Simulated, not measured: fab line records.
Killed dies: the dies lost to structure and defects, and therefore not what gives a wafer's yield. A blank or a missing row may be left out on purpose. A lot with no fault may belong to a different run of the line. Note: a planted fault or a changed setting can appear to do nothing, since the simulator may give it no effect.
fab line records | flow n5_finfet
[record] lots = 8 wafers = 21 last_day = 17
route steps=1938 shown BEOL_M12@1612 BEOL_M15@1830 PASSIVATION@1936
lots with no fault: from the same line, run without faults
start_h: hours from the record's opening day to when the first of the lot's shown wafers began | wait_h: how many hours have passed since the lot's step before this one | " identical to the entry in the row above | L1.1+2: one row covering several wafers at once | - no value present, or no start provided | * or withheld: withheld | < > ~ a bound
route shown NAME@n: names a module that has steps shown in the file, with the first one's number in the route | usual: the fault-free wafers' mean and standard deviation | same: alike in all rows | chamber/n: place in a boat | sites: each site's reading | _std_site: standard deviation across them | _edge_site: outer sites' mean less inner sites' | radius_mm: for every site, how far away it sits from the centre of the wafer | mask NAME#n: copy n | behind: the most recent tool/chamber to have shaped the wafer | hold: reason for holding the lot/hours on hold/outcome of the hold | device: names the non-switching transistor (n, p or np) | end of line: the same wafers' tests at the end of the route | for a step that has no rows: nothing shown but its recipe | killed: dies lost to structure and defects at the first sort, not the wafer's yield | map: a wafer's dies, x killed, . not, _ none there
set.NAME: the setting that was run; set.NAME@STEP: the one run at that earlier step | model.NAME: the simulator's own value behind a step, which no gauge read
a sample of lots followed through the steps of the route, with each step as a table and each wafer as a row
services: the hour from which a tool's chamber was out of use, counted from the record's first day as start_h (under 0 if before that day), plus the number of hours and why
[[steps]]
[step N5_BEOL_M12_CD_MEAS_10]
[recipe] target_cd_nm = 140 landing_energy_ev = 500 detector = se_inlens polarity = opening
[usual] cd_nm = 139.2/1.9
// columns lot.wafer tool chamber start_h wait_h cd_nm
L657.1 cd_sem-02 0 248.00 - 137.3
L657.2 " 0 " " 139.9
L657.4 " 0 " " 138.2
L660.3 cd_sem-02 0 262.20 - 139.5
L660.5 " 0 " " 138.1
L663.1 cd_sem-02 0 282.43 - 140.0
L663.4 " 0 " " 138.4
L665.3 cd_sem-02 0 310.17 - 142.7
L665.4 " 0 " " 143.0
L673.1 cd_sem-03 0 339.98 - 142.7
L673.2 " 0 " " 138.4
L673.6 " 0 " " 144.2
L672.2 cd_sem-01 0 343.02 - 137.7
L672.4 " 0 " " 138.8
L672.6 " 0 " " 139.1
L675.1 cd_sem-03 0 373.73 - 136.9
L675.2 " 0 " " 138.8
L675.6 " 0 " " 138.3
L676.1 cd_sem-03 0 377.61 - 143.2
L676.3 " 0 " " 141.3
L676.5 " 0 " " 141.1
[step N5_BEOL_M12_STRIP_64]
[recipe] chemistry = N2/H2 power_w = 1000 temp_c = 250 h2_frac = 0.65 overash_fraction = 0.3 pressure_mtorr = withheld n2_flow_sccm = 1750 h2_flow_sccm = 3250
[usual] drypump_motor_current_A = 5.5/0.49 heater_power_w = 308/10 oes_product_au = 0.715/0.0045 strip_time_to_endpoint_s = 31.32/0.081
// columns lot.wafer tool chamber start_h wait_h drypump_motor_current_A heater_power_w oes_product_au rf_hours_counter_h strip_time_to_endpoint_s
L657.1 plasma_asher-01 1 248.43 0.0 5.6 310 0.710 73 31.22
L657.2 " 0 " " 5.0 319 0.713 73 31.31
L657.4 " 1 " " 5.6 303 0.716 - 31.30
L660.3 plasma_asher-01 0 262.65 0.0 5.0 328 0.714 - 31.22
L660.5 " 1 " " 5.6 305 0.713 - 31.37
L663.1 plasma_asher-01 0 282.86 0.0 5.0 325 0.707 78 31.38
L663.4 " 1 " " 5.6 313 0.715 - 31.42
L665.3 plasma_asher-02 0 310.63 0.0 6.4 301 0.714 - 31.24
L665.4 " 1 " " 5.4 291 0.710 - 31.44
L673.1 plasma_asher-01 1 340.42 0.0 5.6 312 0.717 85 31.34
L673.2 " 0 " " 5.0 322 0.712 85 31.23
L673.6 " 1 " " 5.6 299 0.715 - 31.31
L672.2 plasma_asher-02 1 343.68 0.0 5.5 301 0.718 147 31.32
L672.4 " 0 " " 6.4 299 0.713 - 31.33
L672.6 " 1 " " 5.5 298 0.710 - 31.33
L675.1 plasma_asher-01 1 374.17 0.0 5.6 308 0.708 93 31.31
L675.2 " 0 " " 5.0 321 0.710 93 31.43
L675.6 " 1 " " 5.6 307 0.718 - 31.38
L676.1 plasma_asher-01 1 378.05 0.0 5.5 314 0.712 93 31.37
L676.3 " 0 " " 5.0 313 0.713 - 31.42
L676.5 " 0 " " 5.0 323 0.718 - 31.47
[step N5_BEOL_M12_TRENCH_ETCH_34]
[recipe] chemistry = C4F8/O2/Ar target = SiOC target_depth_a = 3189.5 mask_material = SOC pressure_mtorr = 30 source_w = 3000 bias_w = 700 Ar_flow_sccm = 400 C4F8_flow_sccm = 15 O2_flow_sccm = 8 he_inner_torr = 15 he_outer_torr = 30 time_s = 125.5 ion_energy_ev = 250
[usual] C4F8_flow_sccm = 15.00/0.042 chamber_pressure_mTorr = 30.00/0.03 drypump_motor_current_A = 5.7/0.52 oes_product_au = 0.81/0.063 rf_vpp_V = 666/3.4 showerhead_plenum_p_Torr = 3.42/0.13 throttle_valve_pct = 24.14/0.14
// columns lot.wafer tool chamber start_h wait_h C4F8_flow_sccm chamber_pressure_mTorr drypump_motor_current_A oes_product_au rf_hours_counter_h rf_vpp_V showerhead_plenum_p_Torr throttle_valve_pct
L657.1 rie_diel-01 3 249.46 0.0 14.99 29.98 5.7 0.81 67 662 3.31 24.20
L657.2 " 2 " " 14.96 30.01 6.4 0.88 25 663 3.34 23.99
L657.4 " 1 " " 14.89 30.03 5.3 0.67 - 663 3.36 24.28
L660.3 rie_diel-01 2 263.56 0.0 14.93 30.03 6.4 0.78 31 665 3.33 23.99
L660.5 " 1 " " 15.00 30.06 5.3 0.67 - 665 3.36 24.27
L663.1 rie_diel-01 0 283.91 0.0 14.94 30.06 6.1 0.94 6 671 3.64 24.13
L663.4 " 0 " " 14.93 29.98 6.1 0.84 - 670 3.64 24.11
L665.3 rie_diel-01 2 311.66 0.0 15.01 29.99 6.4 0.77 49 662 3.32 24.01
L665.4 " 1 " " 14.99 30.04 5.3 0.86 7 664 3.36 24.01
L673.1 rie_diel-02 1 341.36 0.0 15.02 30.00 5.6 0.77 122 668 3.41 23.88
L673.2 " 0 " " 15.05 29.97 5.8 0.76 113 665 3.45 24.04
L673.6 " 1 " " 15.01 30.01 5.6 0.76 - 666 3.41 23.87
L672.2 rie_diel-06 0 344.62 0.0 15.03 29.99 5.3 0.82 73 669 3.58 24.20
L672.4 " 3 " " 15.06 29.97 5.1 0.79 106 671 3.55 24.14
L672.6 " 0 " " 15.02 29.98 5.3 0.81 - 670 3.58 24.21
L675.1 rie_diel-06 2 375.22 0.0 15.09 29.98 5.5 0.81 99 669 3.58 24.40
L675.2 " 0 " " 14.97 29.97 5.3 0.80 83 670 3.58 24.22
L675.6 " 2 " " 15.01 29.98 5.5 0.81 - 670 3.58 24.40
L676.1 rie_diel-01 2 379.21 0.0 14.95 30.01 6.4 0.82 72 662 3.31 24.06
L676.3 " 1 " " 14.98 29.98 5.3 0.91 28 664 3.34 24.07
L676.5 " 2 " " 14.99 30.01 6.4 0.81 - 664 3.31 24.06
[step N5_BEOL_M12_OCD_MEAS_35]
[usual] trench_depth_nm = 317/3.9
// columns lot.wafer tool chamber start_h wait_h trench_depth_nm
L657.1 ocd-01 - 249.62 0.0 311
L657.2 " - " " 316
L657.4 " - " " 306
L660.3 ocd-01 - 263.72 0.0 265
L660.5 " - " " 311
L663.1 ocd-02 - 284.07 0.0 319
L663.4 " - " " 268
L665.3 ocd-01 - 311.82 0.0 269
L665.4 " - " " 269
L673.1 ocd-02 - 341.51 0.0 316
L673.2 " - " " 316
L673.6 " - " " 315
L672.2 ocd-02 - 344.77 0.0 322
L672.4 " - " " 315
L672.6 " - " " 319
L675.1 ocd-02 - 375.37 0.0 322
L675.2 " - " " 318
L675.6 " - " " 322
L676.1 ocd-01 - 379.36 0.0 322
L676.3 " - " " 322
L676.5 " - " " 319
[step N5_BEOL_M12_ANNEAL_48]
[recipe] temp_c = 225 time_s = 90 ambient = N2
[usual] wafer_temp_C_max = 225.75/0.26
// columns lot.wafer tool chamber start_h wait_h wafer_temp_C_max
L657.1 rtp_anneal-01 0 251.40 0.1 225.75
L657.2 " 0 " " 225.30
L657.4 " 0 " " 225.63
L660.3 rtp_anneal-01 0 266.83 0.2 225.74
L660.5 " 0 " " 225.55
L663.1 rtp_anneal-01 0 294.69 0.1 225.66
L663.4 " 0 " " 225.85
L665.3 rtp_anneal-02 0 314.98 0.2 225.78
L665.4 " 0 " " 225.95
L673.1 rtp_anneal-01 0 344.72 0.1 225.94
L673.2 " 0 " " 225.35
L673.6 " 0 " " 225.49
L672.2 rtp_anneal-01 0 347.29 0.1 225.66
L672.4 " 0 " " 226.08
L672.6 " 0 " " 225.48
L675.1 rtp_anneal-01 0 379.68 0.1 225.67
L675.2 " 0 " " 225.81
L675.6 " 0 " " 225.58
L676.1 rtp_anneal-02 0 380.64 0.4 225.76
L676.3 " 0 " " 225.87
L676.5 " 0 " " 225.77
[step N5_BEOL_M12_THK_MEAS_50]
[recipe] thk_meas_gauge = xrf reads = Cu_of_BEOL_M12_ECD_47
[usual] M12_THK = 307/4.4
// columns lot.wafer tool chamber start_h wait_h M12_THK[nm]
L657.1 film_metro-01 - 252.00 - 302
L657.2 " - " " 309
L657.4 " - " " 298
L660.3 film_metro-01 - 267.33 - 260
L660.5 " - " " 303
L663.1 film_metro-01 - 295.29 - 303
L663.4 " - " " 257
L665.3 film_metro-01 - 315.49 - 263
L665.4 " - " " 261
L673.1 film_metro-02 - 345.31 - 312
L673.2 " - " " 309
L673.6 " - " " 308
L672.2 film_metro-02 - 347.85 - 317
L672.4 " - " " 309
L672.6 " - " " 313
L675.1 film_metro-02 - 380.27 - 310
L675.2 " - " " 306
L675.6 " - " " 309
L676.1 film_metro-02 - 381.23 - 311
L676.3 " - " " 310
L676.5 " - " " 309
[step N5_BEOL_M12_RS_MEAS_54]
[recipe] thk_meas_gauge = four-point-probe reads = Cu_of_BEOL_M12_ECD_47+Ta_of_BEOL_M12_SPUTTER_44+TaN_of_BEOL_M12_SPUTTER_43
[usual] M12_RS = 0.0604/0.00081
// columns lot.wafer tool chamber start_h wait_h M12_RS[ohm/sq]
L657.1 film_metro-01 - 252.12 0.0 0.0616
L657.2 " - " " 0.0601
L657.4 " - " " 0.0623
L660.3 film_metro-01 - 267.46 0.0 0.0724
L660.5 " - " " 0.0617
L663.1 film_metro-02 - 295.42 0.0 0.0603
L663.4 " - " " 0.0721
L665.3 film_metro-01 - 315.61 0.0 0.0711
L665.4 " - " " 0.0718
L673.1 film_metro-01 - 345.44 0.0 0.0604
L673.2 " - " " 0.0608
L673.6 " - " " 0.0610
L672.2 film_metro-01 - 347.97 0.0 0.0592
L672.4 " - " " 0.0608
L672.6 " - " " 0.0600
L675.1 film_metro-01 - 380.43 0.1 0.0594
L675.2 " - " " 0.0598
L675.6 " - " " 0.0595
L676.1 film_metro-02 - 381.36 0.0 0.0592
L676.3 " - " " 0.0594
L676.5 " - " " 0.0597
[step N5_BEOL_M15_RC_MEAS_101]
[usual] COMB_M10 = 1.5e-11/2.9e-12 COMB_M11 = 1.52e-11/2.9e-12 COMB_M13 = 5.5e-12/1e-12 COMB_M14 = 4.3e-12/7.5e-13 COMB_M15 = 3.1e-12/5.1e-13 COMB_M5 = 3.6e-11/7.3e-12 COMB_M6 = 2.6e-11/4.9e-12 COMB_M7 = 2.6e-11/5.2e-12 COMB_M8 = 2.6e-11/5.4e-12 COMB_M9 = 1.5e-11/3e-12 SERP_M10 = 3.05/0.073 SERP_M11 = 3.06/0.096 SERP_M11_max_site = 3.15/0.1 SERP_M12 = 0.645/0.017 SERP_M12_max_site = 0.658/0.018 SERP_M13 = 0.306/0.0065 SERP_M14 = 0.160/0.0032 SERP_M5 = 38.9/1.9 SERP_M6 = 13.8/0.47 SERP_M7 = 13.8/0.6 SERP_M7_max_site = 14.3/0.65 SERP_M8 = 13.7/0.49 SERP_M8_max_site = 14.3/0.57 SERP_M9 = 3.05/0.1
// columns lot.wafer tool chamber start_h wait_h COMB_M10[S/m] COMB_M11[S/m] COMB_M13[S/m] COMB_M14[S/m] COMB_M15[S/m] COMB_M5[S/m] COMB_M6[S/m] COMB_M7[S/m] COMB_M8[S/m] COMB_M9[S/m] SERP_M10[ohm/um] SERP_M11[ohm/um] SERP_M11_max_site[ohm/um] SERP_M12[ohm/um] SERP_M12_max_site[ohm/um] SERP_M13[ohm/um] SERP_M14[ohm/um] SERP_M5[ohm/um] SERP_M6[ohm/um] SERP_M7[ohm/um] SERP_M7_max_site[ohm/um] SERP_M8[ohm/um] SERP_M8_max_site[ohm/um] SERP_M9[ohm/um]
L657.1 prober-01 0 272.76 0.0 1.81e-11 1.14e-11 3.8e-12 5.3e-12 3.2e-12 3.5e-11 2.6e-11 2.5e-11 2.9e-11 1.7e-11 3.09 3.03 3.07 0.671 0.676 0.304 0.163 36.8 13.0 13.8 14.7 14.0 14.7 3.17
L657.2 " 0 " " 1.08e-11 1.23e-11 4.7e-12 5e-12 3.2e-12 2.8e-11 2.6e-11 2.1e-11 2.2e-11 1.3e-11 3.05 3.22 3.31 0.642 0.647 0.314 0.161 39.4 13.1 13.4 13.8 13.7 14.1 3.02
L657.4 " 0 " " 1.81e-11 1.47e-11 5e-12 4.3e-12 2.9e-12 3.2e-11 2.3e-11 1.6e-11 2.4e-11 1.5e-11 3.12 2.98 3.22 0.684 0.692 0.310 0.160 41.0 13.5 13.5 13.8 14.3 14.8 3.16
L660.3 prober-02 0 297.19 0.3 1.78e-11 1.4e-11 6.7e-12 4.7e-12 3e-12 3e-11 2e-11 2.1e-11 2.1e-11 1.5e-11 3.10 3.02 3.13 0.766 0.771 0.308 0.155 37.6 13.8 12.3 12.8 13.4 14.0 3.19
L660.5 " 0 " " 1.39e-11 1.47e-11 5.7e-12 5e-12 3.3e-12 3.3e-11 2.9e-11 2.2e-11 2.2e-11 1.6e-11 3.15 3.14 3.28 0.661 0.673 0.311 0.161 38.8 13.8 13.8 14.3 13.5 13.9 3.12
L663.1 prober-01 0 312.01 0.0 1e-11 1.38e-11 4.8e-12 4e-12 2.7e-12 4.9e-11 2e-11 3.1e-11 2.4e-11 1.4e-11 3.07 3.07 3.19 0.663 0.670 0.296 0.163 39.1 14.1 13.5 14.1 14.2 14.6 2.97
L663.4 " 0 " " 1e-11 2.13e-11 5.6e-12 4.9e-12 3.8e-12 4.1e-11 3e-11 2.4e-11 2.5e-11 1.9e-11 3.12 3.01 3.12 0.798 0.812 0.300 0.161 37.8 13.9 13.1 13.9 13.7 14.0 3.07
L665.3 prober-02 0 334.13 0.3 1.55e-11 1.86e-11 5.3e-12 5.8e-12 3.2e-12 3.9e-11 3.1e-11 2.6e-11 2.2e-11 1.8e-11 3.00 3.07 3.19 0.782 0.805 0.308 0.156 38.3 13.6 14.0 14.7 12.6 13.0 2.93
L665.4 " 0 " " 2.12e-11 1.5e-11 7.6e-12 4.8e-12 3.2e-12 3.1e-11 3.3e-11 2.2e-11 2.4e-11 1.5e-11 3.00 3.01 3.04 0.779 0.790 0.304 0.153 41.2 13.1 12.9 13.2 13.6 13.8 3.01
L673.1 prober-01 0 366.21 0.0 1.68e-11 1.23e-11 6.1e-12 6.1e-12 3e-12 2.9e-11 2.1e-11 2.6e-11 2.8e-11 1.8e-11 3.08 2.90 3.07 0.639 0.648 0.304 0.159 36.9 13.6 13.8 14.4 13.5 14.1 3.02
L673.2 " 0 " " 1.73e-11 1.76e-11 6e-12 3.5e-12 2.5e-12 3.7e-11 2.7e-11 3e-11 3.1e-11 1.5e-11 3.18 3.00 3.17 0.661 0.690 0.305 0.160 38.8 13.9 14.1 14.8 12.7 13.4 3.25
L673.6 " 0 " " 2.56e-11 1.58e-11 4.8e-12 3.2e-12 2e-12 3.7e-11 2.7e-11 3e-11 2.6e-11 1.1e-11 3.13 2.96 3.12 0.663 0.669 0.296 0.158 36.1 13.8 13.7 14.2 13.7 14.3 3.07
L672.2 prober-02 0 366.86 0.2 1.87e-11 1.27e-11 5.9e-12 4.1e-12 3.2e-12 3.3e-11 2.2e-11 1.7e-11 3.1e-11 1.6e-11 2.96 3.30 3.42 0.639 0.651 0.300 0.161 36.2 13.0 12.9 13.2 14.2 15.2 3.08
L672.4 " 0 " " 1.49e-11 1.54e-11 4.6e-12 3.9e-12 2.6e-12 3.4e-11 2.8e-11 2.2e-11 2.6e-11 1.5e-11 2.99 3.05 3.08 0.648 0.652 0.315 0.165 39.3 13.6 13.2 14.2 14.2 14.9 2.98
L672.6 " 0 " " 1.52e-11 1.36e-11 4.6e-12 3.9e-12 3.7e-12 2.9e-11 2e-11 1.9e-11 2.5e-11 1.1e-11 2.97 3.05 3.19 0.636 0.656 0.303 0.161 35.5 12.8 12.9 13.4 13.2 14.2 2.94
L675.1 prober-02 0 397.95 0.0 1.18e-11 1.22e-11 4.8e-12 3.9e-12 2.8e-12 3.6e-11 2.3e-11 2.5e-11 2.3e-11 1.2e-11 3.00 3.14 3.16 0.637 0.661 0.308 0.159 42.5 13.4 13.3 13.5 14.0 14.7 3.05
L675.2 " 0 " " 1.94e-11 1.89e-11 4.6e-12 4.7e-12 2.7e-12 4.1e-11 3.6e-11 2.8e-11 3.2e-11 1.4e-11 3.06 3.24 3.29 0.621 0.631 0.312 0.163 37.6 14.0 12.8 13.3 13.3 13.6 2.91
L675.6 " 0 " " 1.81e-11 1.43e-11 4.9e-12 5.8e-12 3e-12 4.5e-11 2.6e-11 2.9e-11 1.4e-11 1e-11 2.97 3.13 3.22 0.614 0.622 0.303 0.159 38.4 13.8 12.8 13.5 12.8 13.2 3.02
L676.1 prober-01 0 398.49 0.0 1.5e-11 1.72e-11 8.5e-12 3.6e-12 2.7e-12 5.6e-11 2.2e-11 3.1e-11 2.3e-11 1.8e-11 3.12 2.99 3.05 0.629 0.647 0.305 0.159 35.7 13.1 13.9 14.3 12.9 13.4 3.02
L676.3 " 0 " " 1.32e-11 1.31e-11 7.3e-12 3.2e-12 1.9e-12 4.3e-11 3.4e-11 2.5e-11 1.5e-11 1.1e-11 3.10 3.15 3.20 0.633 0.653 0.301 0.157 36.4 13.7 14.4 15.0 12.8 12.8 3.05
L676.5 " 0 " " 1.43e-11 1.68e-11 7.7e-12 3e-12 3.2e-12 3.4e-11 2.5e-11 2.8e-11 3.1e-11 1.4e-11 3.09 2.91 3.07 0.620 0.634 0.308 0.165 37.2 12.9 14.4 14.8 13.0 13.6 3.14
// sites SERP_M12 radius_mm=0,75,75,75,75,140,140,140,140
L657.1 0.671 0.657 0.673 0.669 0.671 0.672 0.672 0.676 0.663
L660.3 0.770 0.769 0.767 0.757 0.756 0.766 0.747 0.762 0.771
L663.1 0.660 0.642 0.670 0.664 0.652 0.663 0.664 0.668 0.642
L665.3 0.769 0.782 0.787 0.805 0.793 0.773 0.800 0.778 0.778
L673.1 0.647 0.647 0.625 0.631 0.634 0.639 0.648 0.644 0.624
L672.2 0.644 0.650 0.636 0.627 0.651 0.629 0.639 0.645 0.638
L675.1 0.618 0.621 0.648 0.634 0.620 0.641 0.661 0.649 0.637
L676.1 0.620 0.625 0.631 0.634 0.647 0.629 0.629 0.614 0.630
[step N5_PASSIVATION_PROBE_49]
[usual] defect_limited_yield = 91.5/1.6 killed_at_M0_to_M3 = 33/10 killed_at_M4_up = 13/5.6 killed_at_contacts = 13/6 killed_at_front_end = 39/12 killed_at_other = 3.0/2.8 killed_dies = 101/19 killed_on_rim = 13/4 killed_open = 65/13 killed_short = 32/8.3 sort_bin_5_function = 5.0/1 sort_bin_6_memory = 3.1/0.69 sort_n_pass = 1079/19 sort_yield_pct = 91.5/1.6
[same] gross_dies = 1180 killed_at_back_side = 0 sort_bin_4_leakage[%] = 0 sort_bin_8_speed[%] = 0
// columns lot.wafer tool chamber start_h wait_h defect_limited_yield[%] killed_at_M0_to_M3 killed_at_M4_up killed_at_contacts killed_at_front_end killed_at_other killed_dies killed_on_rim killed_open killed_short sort_bin_5_function[%] sort_bin_6_memory[%] sort_n_pass sort_yield_pct[%]
L660.3 prober-02 - 312.04 0.1 88.9 53 23 15 34 6 131 15 84 38 6.2 4.0 1049 88.9
L660.5 prober-02 - 312.14 0.2 90.3 33 25 10 34 12 114 17 67 36 4.7 3.9 1066 90.3
// killed by level:class
L660.3 BEOL_M0_SAQP:geometric_particle:open=13 MOL_CONTACT_COAG:geometric_particle:open=11 BEOL_M0_SAQP:geometric_particle:short=9 BEOL_M1:geometric_particle:open=9 BEOL_M2:geometric_particle:open=9 BEOL_M4:geometric_particle:open=9 BEOL_M3:geometric_particle:open=5 FIN_SAQP:geometric_particle:open=4
L660.5 BEOL_M0_SAQP:geometric_particle:open=10 STI_FIN_REVEAL:geometric_particle:open=8 MOL_CONTACT_COAG:geometric_particle:open=6 BEOL_M4:geometric_particle:open=6 HKMG_FIN:area_etch=6 FIN_SAQP:geometric_particle:open=5 BEOL_M1:geometric_particle:open=5 MIM_TOP_ETCH:geometric_particle:open=5
[[services]]
// columns tool chamber start_h hours kind
rie_diel-01 0 239.19 - clean
rie_diel-01 0 239.19 - consumable_replace:focus_ring
rie_diel-01 0 239.19 - consumable_replace:showerhead
rie_diel-01 0 239.19 32.1 scheduled_down
rie_diel-01 0 239.19 32.1 vent_cycle
rie_diel-02 1 259.35 18.6 repair
rie_diel-01 1 271.35 - clean
rie_diel-01 1 271.35 - consumable_replace:focus_ring
rie_diel-01 1 271.35 14.4 scheduled_down
rie_diel-01 1 271.35 14.4 vent_cycle
plasma_asher-01 - 295.45 15.6 pm
plasma_asher-02 - 311.06 2.8 pm
rie_diel-02 3 329.31 13.5 repair
rie_diel-06 - 358.14 0.3 repair
rie_diel-01 1 368.16 6.0 repair
[[key]]
[first_sign] step = N5_BEOL_M12_OCD_MEAS_35 reading = trench_depth_nm direction = down sigmas = 13 usual = 317 struck = 268
[effect] step = N5_BEOL_M12_THK_MEAS_50 reading = M12_THK direction = down sigmas = 11 usual = 307 struck = 260
[effect] step = N5_BEOL_M12_RS_MEAS_54 reading = M12_RS direction = up sigmas = 14 usual = 0.0604 struck = 0.0718
[effect] step = N5_BEOL_M15_RC_MEAS_101 reading = SERP_M12 direction = up sigmas = 8 usual = 0.645 struck = 0.781
met_at N5_BEOL_M12_TRENCH_ETCH_34
struck_lots L660,L663,L665
struck_wafers L660.3,L663.4,L665.3,L665.4
not_acting_at N5_BEOL_M12_CD_MEAS_10,N5_BEOL_M12_STRIP_64,N5_BEOL_M12_ANNEAL_48
onset_between 249.46 263.56
[fault] kind = process_parameter_drift tool = rie_diel-01 chamber = - onset_h = 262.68 steps = N5_BEOL_M12_TRENCH_ETCH_34 channel = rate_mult offset = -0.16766 shape = step end_h = 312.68 scope = struck_wafers_only
